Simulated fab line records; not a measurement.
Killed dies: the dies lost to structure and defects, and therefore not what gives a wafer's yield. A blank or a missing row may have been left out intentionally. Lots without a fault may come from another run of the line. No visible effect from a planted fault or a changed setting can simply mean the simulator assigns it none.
Matching of chambers :: flow n5 finfet :: pecvd-03 running N5_BEOL_M1_ILD_DEP_00: 3 sister chambers
The step deposits SiOC from DEMS/O2, target thk 79 nm, time 15.3 s. 16 wafers are shown with their chamber, then 8 later ones without.

## WAFERS PAIRED WITH THEIR CHAMBERS
wafer: L077.2
chamber: 0
throttle valve pct (%): 12.5
heater power w (W): 536
showerhead plenum p Torr (Torr): 5.687

wafer: L077.5
chamber: 1
throttle valve pct (%): 13.0
heater power w (W): 420
showerhead plenum p Torr (Torr): 5.703

wafer: L077.6
chamber: 2
throttle valve pct (%): 10.6
heater power w (W): 524
showerhead plenum p Torr (Torr): 5.693

wafer: L079.3
chamber: 2
throttle valve pct (%): 10.7
heater power w (W): 502
showerhead plenum p Torr (Torr): 5.698

wafer: L079.5
chamber: 0
throttle valve pct (%): 12.6
heater power w (W): 497
showerhead plenum p Torr (Torr): 5.680

wafer: L079.6
chamber: 2
throttle valve pct (%): 10.6
heater power w (W): 506
showerhead plenum p Torr (Torr): 5.711

wafer: L080.2
chamber: 1
throttle valve pct (%): 13.0
heater power w (W): 439
showerhead plenum p Torr (Torr): 5.691

wafer: L080.3
chamber: 0
throttle valve pct (%): 12.8
heater power w (W): 464
showerhead plenum p Torr (Torr): 5.686

wafer: L080.4
chamber: 0
throttle valve pct (%): 12.5
heater power w (W): 474
showerhead plenum p Torr (Torr): 5.687

wafer: L084.1
chamber: 1
throttle valve pct (%): 12.8
heater power w (W): 460
showerhead plenum p Torr (Torr): 5.698

wafer: L084.2
chamber: 0
throttle valve pct (%): 12.8
heater power w (W): 521
showerhead plenum p Torr (Torr): 5.689

wafer: L084.3
chamber: 2
throttle valve pct (%): 10.9
heater power w (W): 497
showerhead plenum p Torr (Torr): 5.699

wafer: L088.1
chamber: 2
throttle valve pct (%): 10.7
heater power w (W): 499
showerhead plenum p Torr (Torr): 5.706

wafer: L088.3
chamber: 0
throttle valve pct (%): 12.3
heater power w (W): 503
showerhead plenum p Torr (Torr): 5.705

wafer: L088.4
chamber: 2
throttle valve pct (%): 10.8
heater power w (W): 497
showerhead plenum p Torr (Torr): 5.698

wafer: L090.2
chamber: 1
throttle valve pct (%): 12.8
heater power w (W): 456
showerhead plenum p Torr (Torr): 5.703

SIGNATURES (means of the wafers above)
reading: throttle valve pct
chamber 0: 12.583
chamber 1: 12.900
chamber 2: 10.717
scatter within a chamber: 0.151

reading: heater power w
chamber 0: 499.17
chamber 1: 443.75
chamber 2: 504.17
scatter within a chamber: 20.1

reading: showerhead plenum p Torr
chamber 0: 5.68900
chamber 1: 5.69875
chamber 2: 5.70083
scatter within a chamber: 0.00713
Rule: a wafer lies at a distance from a chamber equal to the root of the sum of squares, over the readings, of (its reading less the chamber's mean, divided by the reading's scatter). The wafer belongs to the nearest chamber; if the next one is less than 2 further off, it can't be placed. The scatter: take each reading less its chamber's mean, square it, sum over the shown wafers, divide by the number of wafers less the number of chambers, and take the root.

## WAFERS WITHOUT THEIR CHAMBER
wafer: L090.4
throttle valve pct (%): 10.7
heater power w (W): 448
showerhead plenum p Torr (Torr): 5.700

wafer: L090.5
throttle valve pct (%): 12.9
heater power w (W): 361
showerhead plenum p Torr (Torr): 5.706

wafer: L093.3
throttle valve pct (%): 12.6
heater power w (W): 546
showerhead plenum p Torr (Torr): 5.687

wafer: L093.4
throttle valve pct (%): 12.6
heater power w (W): 527
showerhead plenum p Torr (Torr): 5.684

wafer: L093.5
throttle valve pct (%): 10.7
heater power w (W): 501
showerhead plenum p Torr (Torr): 5.706

wafer: L096.1
throttle valve pct (%): 10.8
heater power w (W): 499
showerhead plenum p Torr (Torr): 5.716

wafer: L096.4
throttle valve pct (%): 12.8
heater power w (W): 484
showerhead plenum p Torr (Torr): 5.695

wafer: L096.5
throttle valve pct (%): 12.9
heater power w (W): 442
showerhead plenum p Torr (Torr): 5.709

## WHICH CHAMBER EACH ONE RAN IN
wafer: L090.4
from the rows above: 2
in truth: 2

wafer: L090.5
from the rows above: 1
in truth: 1

wafer: L093.3
from the rows above: 0
in truth: 0

wafer: L093.4
from the rows above: 0
in truth: 0

wafer: L093.5
from the rows above: 2
in truth: 2

wafer: L096.1
from the rows above: 2
in truth: 2

wafer: L096.4
from the rows above: can't be placed: 0 or 1
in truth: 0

wafer: L096.5
from the rows above: 1
in truth: 1
7 of 8 placed correctly. Not placeable from these rows: 1 (in 1, the candidates include the true chamber). Wrongly placed: 0.
